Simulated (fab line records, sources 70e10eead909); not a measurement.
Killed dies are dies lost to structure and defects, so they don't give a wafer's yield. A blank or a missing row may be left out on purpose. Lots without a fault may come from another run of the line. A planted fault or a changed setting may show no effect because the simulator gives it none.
Chamber matching | flow nand_harc | NHARC_A_WL_FILL_ALD_19 on ald_metal-02: 4 sister chambers
The step deposits TiN, target thk 2 nm, pulse time 3 s, ald cycles 100. 14 wafers are shown with their chamber, then 7 later ones without.

WAFERS WITH THEIR CHAMBER
wafer  | chamber | heater_power_w (W) | precursor_pulse_height_rel | susceptor_temp_C (C)
L074.1 | 1       | 1250               | 1.009                      | 450.00
L074.3 | 2       | 1299               | 1.023                      | 449.70
L074.4 | 3       | 1021               | 0.982                      | 449.75
L078.1 | 0       | 936                | 1.038                      | 449.75
L078.5 | 1       | 1329               | 1.001                      | 449.82
L078.6 | 0       | 946                | 1.010                      | 449.89
L082.1 | 0       | 966                | 0.985                      | 450.29
L082.4 | 2       | 1305               | 0.996                      | 449.93
L082.6 | 3       | 1078               | 1.034                      | 450.19
L080.3 | 3       | 1056               | 0.991                      | 450.57
L080.4 | 1       | 1329               | 1.027                      | 449.67
L080.6 | 2       | 1321               | 1.030                      | 450.30
L085.3 | 1       | 1309               | 0.995                      | 449.98
L085.5 | 3       | 1045               | 0.986                      | 449.79

SIGNATURES (means of the wafers above)
reading                    | chamber 0 | chamber 1 | chamber 2 | chamber 3 | scatter within a chamber
heater_power_w             | 949.33    | 1304.25   | 1308.33   | 1050.00   | 25.7
precursor_pulse_height_rel | 1.01100   | 1.00800   | 1.01633   | 0.99825   | 0.0209
susceptor_temp_C           | 449.9767  | 449.8675  | 449.9767  | 450.0750  | 0.293
Rule: a wafer's distance from a chamber is the root of the sum, over the readings, of the square of ((its reading less the chamber's mean) divided by the reading's scatter). The wafer belongs to the nearest chamber; if the next one is less than 2 further off, it can't be placed. The scatter: the root of (the sum of the squares of (reading less its chamber's mean) over the shown wafers, divided by (wafers less chambers)).

WAFERS WITHOUT THEIR CHAMBER
wafer  | heater_power_w (W) | precursor_pulse_height_rel | susceptor_temp_C (C)
L085.6 | 1304               | 0.994                      | 449.93
L092.1 | 1336               | 1.041                      | 450.08
L092.5 | 1308               | 1.006                      | 450.85
L092.6 | 1306               | 0.979                      | 450.18
L097.2 | 1362               | 1.027                      | 450.15
L097.3 | 1309               | 1.001                      | 449.86
L097.4 | 987                | 1.007                      | 449.82

WHICH CHAMBER EACH WENT THROUGH
wafer  | from the rows above     | in truth
L085.6 | can't be placed: 1 or 2 | 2
L092.1 | can't be placed: 2 or 1 | 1
L092.5 | can't be placed: 2 or 1 | 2
L092.6 | can't be placed: 1 or 2 | 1
L097.2 | can't be placed: 2 or 1 | 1
L097.3 | can't be placed: 1 or 2 | 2
L097.4 | can't be placed: 0 or 3 | 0
Placed correctly: 0 of 7. Can't be placed from these rows: 7 (the true chamber is among the candidates in 7). Placed wrongly: 0.
